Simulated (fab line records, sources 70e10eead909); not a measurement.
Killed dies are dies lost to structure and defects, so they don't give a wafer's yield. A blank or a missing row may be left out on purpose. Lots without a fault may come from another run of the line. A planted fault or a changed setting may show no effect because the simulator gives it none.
Chamber matching | flow nand_harc | NHARC_A_CHANNEL_FILL_D2_ALD_25 on ald_hk-03: 4 sister chambers
The step deposits SiOx, target thk 60 nm, pulse time 10 s, ald cycles 600. 4 wafers are shown with their chamber, then 7 later ones without.

WAFERS WITH THEIR CHAMBER
wafer  | chamber | heater_power_w (W)
L080.5 | 2       | 382
L082.2 | 3       | 453
L085.2 | 1       | 347
L085.4 | 0       | 421

WAFERS WITHOUT THEIR CHAMBER
wafer  | heater_power_w (W)
L085.5 | 391
L088.2 | 383
L088.3 | 368
L088.5 | 422
L093.1 | 362
L093.4 | 391
L093.5 | 393

WHICH CHAMBER EACH WENT THROUGH
wafer  | from the rows above     | in truth
L085.5 | 2                       | 2
L088.2 | 2                       | 2
L088.3 | can't be placed: 2 or 1 | 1
L088.5 | 0                       | 0
L093.1 | can't be placed: 1 or 2 | 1
L093.4 | 2                       | 2
L093.5 | can't be placed: 2 or 0 | 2
Placed correctly: 4 of 7. Can't be placed from these rows: 3 (the true chamber is among the candidates in 3). Placed wrongly: 0.
How it was worked out, from the rows above alone: a wafer's distance from a chamber is the root of the sum, over the readings, of the square of ((its reading less the chamber's mean) divided by the reading's scatter). The wafer belongs to the nearest chamber; if the next one is less than 2 further off, it can't be placed. A chamber's mean is the mean of its shown wafers. The scatter: with one shown wafer a chamber, the root of the mean of the squares of how far each hidden wafer lies from its nearest shown one.
